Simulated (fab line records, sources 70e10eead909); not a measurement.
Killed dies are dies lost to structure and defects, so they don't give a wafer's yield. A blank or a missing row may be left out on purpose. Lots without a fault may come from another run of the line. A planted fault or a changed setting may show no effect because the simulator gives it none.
Which tool did it? | flow nand_harc | 24 lots, 72 wafers sampled, at 3 steps of a route of 1302

WHAT THE GAUGES READ, wafer by wafer
NHARC_A_CONTACT_INSPECT_23. Usual: raw_defect_count 486, standard deviation 110.
lot  | measured     | on                | raw_defect_count | flag
L076 | day 22 19:12 | defect_inspect-02 | 473 706 408      |
L075 | day 23 01:17 | defect_inspect-01 | 648 497 665      |
L074 | day 23 02:49 | defect_inspect-02 | 573 351 328      |
L077 | day 23 19:40 | defect_inspect-02 | 477 390 466      |
L078 | day 23 20:31 | defect_inspect-02 | 558 654 497      |
L080 | day 24 07:23 | defect_inspect-02 | 580 625 535      |
L079 | day 24 08:38 | defect_inspect-02 | 410 539 485      |
L081 | day 25 03:18 | defect_inspect-02 | 465 351 438      |
L084 | day 26 03:08 | defect_inspect-02 | 489 587 427      |
L082 | day 26 03:28 | defect_inspect-01 | 417 309 541      |
L083 | day 26 06:58 | defect_inspect-01 | 332 356 313      |
L085 | day 27 04:36 | defect_inspect-01 | 439 495 451      |
L086 | day 27 08:07 | defect_inspect-02 | 519 671 634      |
L087 | day 27 09:53 | defect_inspect-02 | 442 765 633      |
L088 | day 28 03:02 | defect_inspect-02 | 489 667 418      |
L089 | day 28 04:10 | defect_inspect-01 | 426 420 437      |
L090 | day 29 16:40 | defect_inspect-01 | 657 736 622      |
L091 | day 30 03:46 | defect_inspect-02 | 322 386 473      |
L093 | day 30 06:59 | defect_inspect-02 | 354 497 413      |
L094 | day 30 07:52 | defect_inspect-02 | 326 357 416      |
L092 | day 30 13:56 | defect_inspect-01 | 498 575 503      |
L095 | day 31 06:41 | defect_inspect-01 | 489 439 664      |
L096 | day 31 12:04 | defect_inspect-02 | 398 536 451      |
L097 | day 31 13:22 | defect_inspect-01 | 356 336 361      |

NHARC_A_M0_INSPECT_27. Usual: raw_defect_count 533, standard deviation 140.
lot  | measured     | on                | raw_defect_count | flag
L076 | day 23 02:23 | defect_inspect-02 | 326 344 351      |
L075 | day 23 08:25 | defect_inspect-02 | 512 559 733      |
L074 | day 23 10:02 | defect_inspect-01 | 418 433 435      |
L077 | day 24 02:54 | defect_inspect-02 | 723 500 406      |
L078 | day 24 03:32 | defect_inspect-02 | 363 347 289      |
L080 | day 24 14:29 | defect_inspect-01 | 395 460 564      |
L079 | day 24 16:09 | defect_inspect-01 | 402 446 542      |
L081 | day 25 10:21 | defect_inspect-02 | 399 448 442      |
L084 | day 26 10:07 | defect_inspect-01 | 506 467 477      |
L082 | day 26 10:41 | defect_inspect-02 | 490 428 517      |
L083 | day 26 14:32 | defect_inspect-01 | 353 611 658      |
L085 | day 27 12:22 | defect_inspect-02 | 632 553 614      |
L086 | day 27 15:13 | defect_inspect-01 | 533 389 443      |
L087 | day 27 17:35 | defect_inspect-01 | 662 1052 866     |
L088 | day 28 10:05 | defect_inspect-01 | 616 738 768      |
L089 | day 28 11:21 | defect_inspect-01 | 764 523 523      |
L090 | day 29 23:53 | defect_inspect-02 | 677 778 472      |
L091 | day 30 11:00 | defect_inspect-02 | 588 578 550      |
L093 | day 30 14:23 | defect_inspect-01 | 678 553 500      |
L094 | day 30 15:07 | defect_inspect-02 | 530 480 371      |
L092 | day 30 21:19 | defect_inspect-02 | 769 695 537      |
L095 | day 31 14:04 | defect_inspect-01 | 425 405 482      |
L096 | day 31 19:45 | defect_inspect-01 | 449 491 453      |
L097 | day 31 20:41 | defect_inspect-01 | 883 644 532      |

WHICH TOOL RAN EACH LOT (tool, then ch and the chambers of the sampled wafers, then the start)
lot  | NHARC_A_M0_PVD_21
L076 | pvd_sputter-01, day 23 02:23 or earlier
L075 | pvd_sputter-02, day 23 08:25 or earlier
L074 | pvd_sputter-03, day 23 10:02 or earlier
L077 | pvd_sputter-03, day 24 02:54 or earlier
L078 | pvd_sputter-02, day 24 03:32 or earlier
L080 | pvd_sputter-02, day 24 14:29 or earlier
L079 | pvd_sputter-01, day 24 16:09 or earlier
L081 | pvd_sputter-02, day 25 10:21 or earlier
L084 | pvd_sputter-02, day 26 10:07 or earlier
L082 | pvd_sputter-01, day 26 10:41 or earlier
L083 | pvd_sputter-01, day 26 14:32 or earlier
L085 | pvd_sputter-03, day 27 12:22 or earlier
L086 | pvd_sputter-01, day 27 15:13 or earlier
L087 | pvd_sputter-01, day 27 17:35 or earlier
L088 | pvd_sputter-01, day 28 10:05 or earlier
L089 | pvd_sputter-03, day 28 11:21 or earlier
L090 | pvd_sputter-03, day 29 23:53 or earlier
L091 | pvd_sputter-02, day 30 11:00 or earlier
L093 | pvd_sputter-02, day 30 14:23 or earlier
L094 | pvd_sputter-01, day 30 15:07 or earlier
L092 | pvd_sputter-02, day 30 21:19 or earlier
L095 | pvd_sputter-03, day 31 14:04 or earlier
L096 | pvd_sputter-01, day 31 19:45 or earlier
L097 | pvd_sputter-01, day 31 20:41 or earlier
- NHARC_A_M0_PVD_21: deposits Cu, target thk 30 nm, time 20.49 s.

WHAT THE TOOLS THEMSELVES READ (means of the sampled wafers that have a number; where no wafer has one, the mark that the record gives instead)
NHARC_A_M0_PVD_21. Usual: chamber_pressure_pa 5.000 Pa, standard deviation 0.0098; throttle_valve_pct 29.6 %, standard deviation 0.99.
lot  | tool           | chamber_pressure_pa (Pa) | throttle_valve_pct (%) | flag
L076 | pvd_sputter-01 | 4.998                    | 30.1                   |
L075 | pvd_sputter-02 | 4.997                    | 30.1                   |
L074 | pvd_sputter-03 | 4.998                    | 29.2                   |
L077 | pvd_sputter-03 | 4.998                    | 29.1                   |
L078 | pvd_sputter-02 | 4.994                    | 29.9                   |
L080 | pvd_sputter-02 | 5.007                    | 30.7                   |
L079 | pvd_sputter-01 | 4.991                    | 29.4                   |
L081 | pvd_sputter-02 | 5.001                    | 30.6                   |
L084 | pvd_sputter-02 | 5.004                    | 30.6                   |
L082 | pvd_sputter-01 | 5.000                    | 29.3                   |
L083 | pvd_sputter-01 | 5.003                    | 30.0                   |
L085 | pvd_sputter-03 | 5.004                    | 29.3                   |
L086 | pvd_sputter-01 | 5.006                    | 28.0                   |
L087 | pvd_sputter-01 | 5.004                    | 29.0                   |
L088 | pvd_sputter-01 | 4.992                    | 30.0                   |
L089 | pvd_sputter-03 | 4.998                    | 29.1                   |
L090 | pvd_sputter-03 | 4.998                    | 29.0                   |
L091 | pvd_sputter-02 | 4.988                    | 30.0                   |
L093 | pvd_sputter-02 | 4.996                    | 30.3                   |
L094 | pvd_sputter-01 | 5.005                    | 28.9                   |
L092 | pvd_sputter-02 | 4.992                    | 30.1                   |
L095 | pvd_sputter-03 | 5.007                    | 28.7                   |
L096 | pvd_sputter-01 | 5.010                    | 29.8                   |
L097 | pvd_sputter-01 | 5.005                    | 29.1                   |

THE ANSWER, worked out from the rows above alone
Rule: a lot is off if the mean of its wafers that have a number lies more than 3 standard deviations from the usual mean. A lot without any number at a reading at which 4 lots or more have one is off too. The other lots that the step has rows for count as sound. The gauges are gone through in route order, then the tools' own readings, and for those a lot's mean is taken as printed above. The first step at which some lot is off is used, and at that step the reading that is off furthest; a lot without a number counts as furthest.
No lot is off at any reading shown: from this, nothing can be told.

WHAT THE SIMULATOR HAD PUT IN
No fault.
